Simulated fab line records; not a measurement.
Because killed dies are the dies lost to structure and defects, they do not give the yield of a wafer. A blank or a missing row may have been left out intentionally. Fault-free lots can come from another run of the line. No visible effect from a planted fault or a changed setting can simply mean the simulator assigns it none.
Struck lot and sound lot, side by side -- flow n5Finfet -- 35 out of 1938 route steps
Sound: wafers L537.1, L537.2, L537.4. Struck: wafers L534.1, L534.2, L534.5. The cause comes at the end.
Per side, at each step with rows, come the tool, then ch with its chambers, and then its first start. Under that, the readings that differ: sound wafers -- struck wafers -- difference of the means -- sigmas: that difference in standard deviations of wafers without a fault.
alike: readings whose means differ by less than 2 such deviations, and words and numbers that are the same on both sides. not compared: withheld readings, readings that some wafer has no value for, bounds like >300 that may hide the same value, and numbers for which the record gives no deviation and whose values overlap.
The two part at a step that has a row with sigmas, a row that says differs or no value, or rows on one side only. When numbers do not overlap yet have no deviation, they are printed without sigmas and do not part them. A reading missing from all wafers of one side parts the sides only when that side holds two or more wafers.

first, 9 steps without rows for these wafers: N5_PMOS_HMC_CHANNEL_EPI_EXPOSE_06 (exposes mask PMOS HMC BLK, target cd 240 nm); N5_PMOS_HMC_CHANNEL_EPI_PEB_07 (peb time 60 s); N5_PMOS_HMC_CHANNEL_EPI_DEVELOP_08 (develop time 30 s); N5_PMOS_HMC_CHANNEL_EPI_DESCUM_14 (chemistry O2, time 7.9 s); N5_PMOS_HMC_CHANNEL_EPI_ETCH_32 (etches BARC in N2/H2, stops on SiO2, target depth 85.8 nm, time 50.3 s); N5_PMOS_HMC_CHANNEL_EPI_HM_OPEN_15 (chemistry CHF3/O2, target SiO2, target depth 40.6 nm, time 20.3 s); N5_PMOS_HMC_CHANNEL_EPI_STRIP_33 (strips in N2/H2); N5_PMOS_HMC_CHANNEL_EPI_STRIP_17 (strips in SPM, time 750 s); N5_PMOS_HMC_CHANNEL_EPI_ETCH_38 (etches SiO2 in CF4, target depth 1.5 nm).
N5_PMOS_HMC_CHANNEL_EPI_FIN_RECESS_16: chemistry HBr/Cl2, target Si, target depth 54 nm, time 18 s.
  sound on rieSi-05 ch 0,1,2, day 6 12:04; struck on rieSi-04 ch 0,3, day 5 17:45
  no value came back on the struck wafers for any of 7 readings (HBr_flow_sccm (sccm), biasW (W) and others); on the sound wafers HBr_flow_sccm (sccm) reads 149.7 150.7 150.4
reading,sound,struck,difference,sigmas
model.SiO2_of_PMOS_HMC_CHANNEL_EPI_HM_DEP_34.thkNm (nm),29.06 29.06 29.18,32.52 32.71 33.39,+3.77,
then, 1 step without rows for these wafers: N5_PMOS_HMC_CHANNEL_EPI_PRECLEAN_36 (cleans in O3/DIW, time 45 s).
N5_PMOS_HMC_CHANNEL_EPI_PRECLEAN_18: cleans in DHF, time 30 s.
  sound on wetBench-05 ch 1,2,3, day 6 12:11; struck on wetBench-05 ch 0,4,7, day 5 17:52
reading,sound,struck,difference,sigmas
model.SiO2_of_PMOS_HMC_CHANNEL_EPI_HM_DEP_34.thkNm (nm),23.34 23.34 23.47,26.9 27.09 27.76,+3.9,
then, 22 steps without rows for these wafers: N5_PMOS_HMC_CHANNEL_EPI_SRD_19 (time 30 s); N5_PMOS_HMC_CHANNEL_EPI_EPI_20 (deposits SiGe30, target thk 59 nm); N5_PMOS_HMC_CHANNEL_EPI_HM_STRIP_35 (strips SiO2 in dHF, material SiO2, target depth 39.6 nm, time 216 s); N5_PMOS_HMC_CHANNEL_EPI_SRD_39 (time 30 s); N5_PMOS_HMC_CHANNEL_EPI_CMP_21 (polishes SiGe30, target thk 54 nm); N5_PMOS_HMC_CHANNEL_EPI_PRECLEAN_40 (cleans in DHF, time 30 s); N5_PMOS_HMC_CHANNEL_EPI_PRECLEAN_37 (cleans in O3/DIW, time 45 s); N5_PMOS_HMC_CHANNEL_EPI_PRECLEAN_24 (cleans in DHF, time 30 s); N5_PMOS_HMC_CHANNEL_EPI_SRD_25 (time 30 s); N5_PMOS_HMC_CHANNEL_EPI_EPI_26 (deposits Si from SiH4/H2, target thk 3.8 nm, time 22.7 s); N5_FIN_SAQP_PRECLEAN_42 (cleans in O3/DIW, time 60 s); N5_FIN_SAQP_PRECLEAN_00 (cleans in SC1, time 60 s); N5_FIN_SAQP_PRECLEAN_44 (cleans in SC2, time 45 s); N5_FIN_SAQP_SRD_01 (time 30 s); N5_FIN_SAQP_ALD_61 (deposits SiO2, target thk 4 nm, pulse time 1 s, purge time 2 s); N5_FIN_SAQP_DENSIFY_62 (time 60 s); N5_FIN_SAQP_HM_DEP_03 (deposits SiNx from SiH4/NH3/N2, target thk 38 nm, time 33.6 s); N5_FIN_SAQP_PECVD_47 (deposits a-Si from SiH4/He, target thk 45 nm, time 36.3 s); N5_FIN_SAQP_PECVD_48 (deposits SiNx from SiH4/NH3/N2, target thk 25 nm, time 22.1 s); N5_FIN_SAQP_PECVD_06 (deposits a-Si from SiH4/He, target thk 60 nm, time 48.1 s); N5_FIN_SAQP_HM_DEP_72 (deposits SiO2 from SiH4/N2O, target thk 12 nm, time 7.2 s); N5_FIN_SAQP_COAT_49 (time 60 s, resist thk 100 nm).
N5_FIN_SAQP_OVL_MEAS_17:
  sound on overlay-01 ch 0, day 6 15:44; struck on overlay-01 ch 0, day 5 21:16
reading,sound,struck,difference,sigmas
FIN_CORE_OVL (nm),-0.6 0.3 1.9,- - -,no value on the struck wafers,

WHERE THEY PART
Earliest at N5_PMOS_HMC_CHANNEL_EPI_FIN_RECESS_16; latest, in this record, at N5_FIN_SAQP_OVL_MEAS_17.

WHY: whatever the simulator had introduced
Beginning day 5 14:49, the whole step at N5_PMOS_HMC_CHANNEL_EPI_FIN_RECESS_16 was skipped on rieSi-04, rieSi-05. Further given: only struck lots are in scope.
